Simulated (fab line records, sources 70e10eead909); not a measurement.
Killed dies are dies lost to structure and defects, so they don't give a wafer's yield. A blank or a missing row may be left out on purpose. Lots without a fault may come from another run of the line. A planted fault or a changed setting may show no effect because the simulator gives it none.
fab line records | flow nand_harc
record lots=6 wafers=18 last_day=33
route steps=1302 shown A_STAIRCASE@790 END@1302
lots that met no fault: from a run of the same line without faults
start_h: hours from the record's first day to the start of the lot's first wafer shown | wait_h: hours since the lot's step before | " the same as in the row above | L1.1+2: a row that stands for several wafers | - no value, or no start given | * or withheld: withheld | < > ~ a bound
route shown NAME@n: a module of which the file shows steps, and the number in the route of the first | usual: mean/standard deviation of fault-free wafers | same: alike in all rows | chamber/n: place in a boat | sites: the reading at each site | _std_site: their standard deviation | _edge_site: outer sites' mean less inner sites' | radius_mm: how far each site lies from the wafer's centre | mask NAME#n: copy n | behind: the tool/chamber that last shaped the wafer | hold: why the lot was held/for how many hours/how that ended | device: the transistor (n, p or np) that didn't switch | end of line: the same wafers' tests at the end of the route | a step without rows: its recipe alone | killed: dies lost to structure and defects at the first sort, not the wafer's yield | map: a wafer's dies, x killed, . not, _ none there
set.NAME: the setting as run; set.NAME@STEP: as run at that earlier step | model.NAME: the simulator's own value behind a step, which no gauge read
lots at some steps of the route; a table a step, a row a wafer
services: from which hour (start_h, from the record's first day; less than 0 if before it) a tool's chamber was out of use, for how many hours, and why
## steps
# step NHARC_A_STAIRCASE_STRIP_274
# recipe o2_flow_sccm=500 ar_flow_sccm=0 bias_w=0 chemistry=O2
# usual drypump_motor_current_A=5.5/0.3 o2_flow_sccm=499.9/1.5 oes_product_au=0.997/0.013 rf_vpp_V=57.8/0.82 showerhead_plenum_p_Torr=3.57/0.15 throttle_valve_pct=17.037/0.009
# columns lot.wafer tool chamber start_h wait_h drypump_motor_current_A o2_flow_sccm oes_product_au rf_hours_counter_h rf_vpp_V showerhead_plenum_p_Torr throttle_valve_pct
L112.4 rie_diel-03 0 - - 5.2 497.2 1.000 46 57.4 3.28 17.036
L112.5 " 1 " " 5.8 501.4 0.991 - 58.8 3.77 17.021
L112.6 " 2 " " 5.3 500.4 1.012 - 59.8 3.58 17.033
L110.3 rie_diel-03 2 - - 5.4 497.8 1.015 48 58.8 3.58 17.029
L110.1 " 0 " " 5.2 501.8 0.998 47 56.5 3.28 17.033
L110.5 " 1 " " 5.8 500.4 0.998 - 58.3 3.77 17.044
L118.3 rie_diel-03 2 - - 5.4 502.5 0.997 11 57.0 3.56 17.035
L118.6 " 3 " " 5.7 500.1 1.000 - 57.7 3.48 17.037
L118.5 " 2 " " 5.4 496.9 1.001 - 58.9 3.56 17.043
L123.1 rie_diel-06 2 - - 5.4 499.5 0.988 17 58.2 3.38 17.034
L123.4 " 1 " " 5.3 500.1 0.996 17 57.4 3.47 17.059
L123.5 " 3 " " 5.9 498.6 0.982 - 57.8 3.56 17.038
L127.2 rie_diel-06 1 - - 5.3 501.7 1.003 29 58.6 3.46 17.037
L127.5 " 3 " " 6.0 496.6 0.982 - 57.7 3.55 17.034
L127.6 " 0 " " 5.0 498.0 0.987 - 58.3 3.73 17.033
L128.1 rie_diel-03 3 - - 5.6 500.3 1.012 38 58.2 3.46 17.041
L128.4 " 1 " " 5.8 498.3 1.002 45 58.1 3.74 17.033
L128.2 " 2 " " 5.4 499.7 0.999 44 56.4 3.55 17.042
# step NHARC_A_STAIRCASE_STRIP_275
# recipe time_s=900 temp_c=130 chemistry=SPM
# step NHARC_A_STAIRCASE_PRECLEAN_276
# recipe time_s=* temp_c=50 bath_age_min=0 chemistry=SC1
# step NHARC_A_STAIRCASE_SRD_277
# step NHARC_A_STAIRCASE_HM_DEP_459
# recipe target_thk_a=15000 temp_c=400 material=aC
# usual throttle_valve_pct=35.000/0.0079
# columns lot.wafer tool chamber start_h wait_h throttle_valve_pct
L112.4 acl_dep-01 0 417.86 1.0 34.996
L112.5 " 0 " " 35.004
L112.6 " 0 " " 34.993
L110.1 acl_dep-02 0 419.06 0.4 35.011
L110.3 " 0 " " 34.994
L110.5 " 0 " " 35.004
L118.3 acl_dep-03 0 494.83 3.0 35.008
L118.5 " 0 " " 34.998
L118.6 " 0 " " 34.994
L123.1 acl_dep-02 0 553.31 3.9 34.983
L123.4 " 0 " " 35.002
L123.5 " 0 " " 35.006
L127.2 acl_dep-01 0 582.31 0.4 34.996
L127.5 " 0 " " 34.995
L127.6 " 0 " " 35.000
L128.1 acl_dep-01 0 596.26 1.1 34.998
L128.2 " 0 " " 35.003
L128.4 " 0 " " 35.003
# step NHARC_A_STAIRCASE_DEP_280
# recipe target_thk_a=300 target_thk_nm=30 temp_c=400 pressure_torr=3.5 flow_sccm=200 rf_w=350 material=SiON
# usual heater_power_w=728/88
# columns lot.wafer tool chamber start_h wait_h heater_power_w since_wet_clean_h
L112.4 pecvd-04 0 418.90 0.7 778 -
L112.5 " 1 " " 757 -
L112.6 " 2 " " 733 -
L110.1 pecvd-04 0 420.92 1.6 740 139
L110.3 " 1 " " 810 139
L110.5 " 0 " " 742 -
L118.3 pecvd-03 2 496.11 1.0 777 117
L118.5 " 0 " " 581 -
L118.6 " 1 " " 835 -
L123.1 pecvd-04 2 555.23 1.6 651 92
L123.5 " 1 " " 703 -
L123.4 " 2 " " 662 -
L127.2 pecvd-03 2 583.85 1.2 820 24
L127.6 " 0 " " 506 -
L127.5 " 1 " " 743 -
L128.1 pecvd-03 2 598.15 1.6 822 38
L128.2 " 0 " " 545 38
L128.4 " 0 " " 525 -
# step NHARC_A_STAIRCASE_DEHYDRATE_281
# recipe temp_c=150 time_s=120
# step NHARC_A_STAIRCASE_HMDS_282
# recipe time_s=30
# step NHARC_A_STAIRCASE_COAT_283
# recipe spin_rpm=1200
# step NHARC_A_STAIRCASE_SOFTBAKE_284
# recipe temp_c=135 time_s=170
# step NHARC_A_STAIRCASE_EBR_285
# step NHARC_A_STAIRCASE_EXPOSE_286
# recipe na=0.5 dose_mj=25.01 mask_id=CHOP_100
# usual exposure_dose_mJ_cm2=25.013/0.024
# columns lot.wafer tool chamber start_h wait_h mask exposure_dose_mJ_cm2
L112.4 krf_scanner-01 0 419.43 - CHOP_100#0 25.011
L112.5 " 0 " " CHOP_100#0 24.985
L112.6 " 0 " " CHOP_100#0 24.986
L110.1 krf_scanner-03 0 421.39 - CHOP_100#0 24.997
L110.3 " 0 " " CHOP_100#0 25.014
L110.5 " 0 " " CHOP_100#0 25.023
L118.3 krf_scanner-01 0 496.73 - CHOP_100#0 16.130
L118.5 " 0 " " CHOP_100#0 16.139
L118.6 " 0 " " CHOP_100#0 16.083
L123.1 krf_scanner-01 0 555.78 - CHOP_100#0 16.140
L123.4 " 0 " " CHOP_100#0 16.105
L123.5 " 0 " " CHOP_100#0 16.101
L127.2 krf_scanner-02 0 584.46 - CHOP_100#0 25.028
L127.5 " 0 " " CHOP_100#0 25.077
L127.6 " 0 " " CHOP_100#0 25.033
L128.1 krf_scanner-02 0 598.76 - CHOP_100#0 25.011
L128.2 " 0 " " CHOP_100#0 25.014
L128.4 " 0 " " CHOP_100#0 24.981
# step NHARC_A_STAIRCASE_PEB_287
# recipe peb_temp_c=115 peb_time_s=130
# step NHARC_END_SORT_01
# recipe temp_c=25
# usual killed_at_array=61/24 killed_at_other=1.2/1.3 killed_at_periphery=3.7/2.6 killed_dies=66/23 killed_open=3.3/1.8 killed_short=2.4/1.6
# same gross_dies=677
# columns lot.wafer tool chamber start_h wait_h killed_at_array killed_at_other killed_at_periphery killed_dies killed_open killed_short
L110.1 prober-02 0 601.10 2.5 81 2 3 86 4 3
L110.3 prober-02 0 602.72 3.1 89 0 3 92 4 7
L110.5 prober-02 0 604.33 3.7 92 4 10 106 5 1
L128.1 prober-01 0 784.89 2.5 63 0 3 66 2 0
L128.2 prober-01 0 785.69 2.8 57 1 4 62 5 0
L128.4 prober-01 0 787.29 3.4 64 0 2 66 2 1
# killed by level:class
L110.1 A_CHANNEL_HOLE_D1:chamber_film_flake=34 A_SLIT:chamber_film_flake=22 A_CHANNEL_HOLE_D2:chamber_film_flake=8 A_CONTACT:chamber_film_flake=7 P_GATE:chamber_film_flake=2 A_WL_FILL:chamber_film_flake=2 THIN_TSV:chamber_film_flake=2 P_STI:geometric_particle:open=1
L110.3 A_CHANNEL_HOLE_D1:chamber_film_flake=39 A_SLIT:chamber_film_flake=21 A_CHANNEL_HOLE_D2:chamber_film_flake=8 A_CONTACT:chamber_film_flake=6 A_ZERO_WELL:chamber_film_flake=3 P_GATE:geometric_particle:short=1 P_M0:geometric_particle:open=1 A_CHANNEL_FILL_D1:geometric_particle:open=1
L110.5 A_CHANNEL_HOLE_D1:chamber_film_flake=29 A_SLIT:chamber_film_flake=29 A_CONTACT:chamber_film_flake=13 A_CHANNEL_HOLE_D2:chamber_film_flake=8 P_GATE:chamber_film_flake=7 A_CHANNEL_FILL_D1:chamber_film_flake=3 THIN_TSV:chamber_film_flake=3 A_ZERO_WELL:chamber_film_flake=2
L128.1 A_SLIT:chamber_film_flake=30 A_CHANNEL_HOLE_D1:chamber_film_flake=15 A_CONTACT:chamber_film_flake=12 P_GATE:chamber_film_flake=2 A_DECK1_JOINT:chamber_film_flake=2 A_STAIRCASE:chamber_film_flake=2 P_M0:geometric_particle:open=1 A_DECK1_JOINT:geometric_particle:open=1
L128.2 A_SLIT:chamber_film_flake=27 A_CHANNEL_HOLE_D1:chamber_film_flake=17 A_CONTACT:chamber_film_flake=5 P_STI:chamber_film_flake=2 A_STAIRCASE:chamber_film_flake=2 A_ONON_D1:geometric_particle:open=1 A_ONON_D2:geometric_particle:open=1 A_WL_FILL:geometric_particle:open=1
L128.4 A_SLIT:chamber_film_flake=34 A_CHANNEL_HOLE_D1:chamber_film_flake=15 A_CONTACT:chamber_film_flake=6 A_ZERO_WELL:chamber_film_flake=5 A_DECK1_JOINT:chamber_film_flake=2 P_M0:geometric_particle:open=1 A_ONON_D1:geometric_particle:short=1 A_M1:geometric_particle:open=1
## services
# columns tool chamber start_h hours kind
krf_scanner-02 - 414.60 4.1 repair
rie_diel-03 1 427.33 3.5 repair
acl_dep-02 - 428.27 13.0 pm
krf_scanner-02 - 438.02 4.0 pm
krf_scanner-01 - 440.12 2.0 repair
pecvd-04 - 450.01 13.0 pm
rie_diel-03 - 458.46 9.0 pm
pecvd-04 - 463.58 1.4 repair
krf_scanner-02 - 478.62 0.3 repair
rie_diel-03 0 481.98 13.0 repair
krf_scanner-01 - 484.00 4.0 pm
rie_diel-06 - 484.39 9.0 pm
pecvd-03 - 486.06 0.6 repair
krf_scanner-02 - 513.03 3.4 repair
rie_diel-03 3 517.78 17.8 repair
rie_diel-06 3 518.22 11.4 repair
pecvd-03 - 543.57 1.9 repair
krf_scanner-02 - 545.84 7.6 repair
pecvd-03 - 547.05 13.0 pm
acl_dep-01 - 549.69 13.0 pm
krf_scanner-02 - 555.13 9.5 repair
krf_scanner-01 - 570.15 1.9 repair
krf_scanner-02 - 580.52 0.7 repair
pecvd-04 2 583.04 2.5 repair
## key
first_sign step=NHARC_A_STAIRCASE_EXPOSE_286 reading=exposure_dose_mJ_cm2 direction=down sigmas=99+ usual=25.013 struck=16.116
effect none on later readings
met_at NHARC_A_STAIRCASE_EXPOSE_286
struck_wafers L118.3,L118.5,L118.6,L123.1,L123.4,L123.5
tester_left_out L118,L123
onset_between 419.43 496.73
fault kind=process_parameter_drift tool=krf_scanner-01 chamber=- onset_h=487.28 steps=NHARC_A_STAIRCASE_EXPOSE_286 channel=dose_mj offset=-8.9116 shape=step acts_in=these_recipes_only stated=25.01
# tester_left_out: of these lots the tester's yield and bins aren't shown, on N5 and GAA mostly nor the transistor test; their killed dies are dies lost to structure and defects alone, not to doping, threshold or leakage, so they don't give the yield
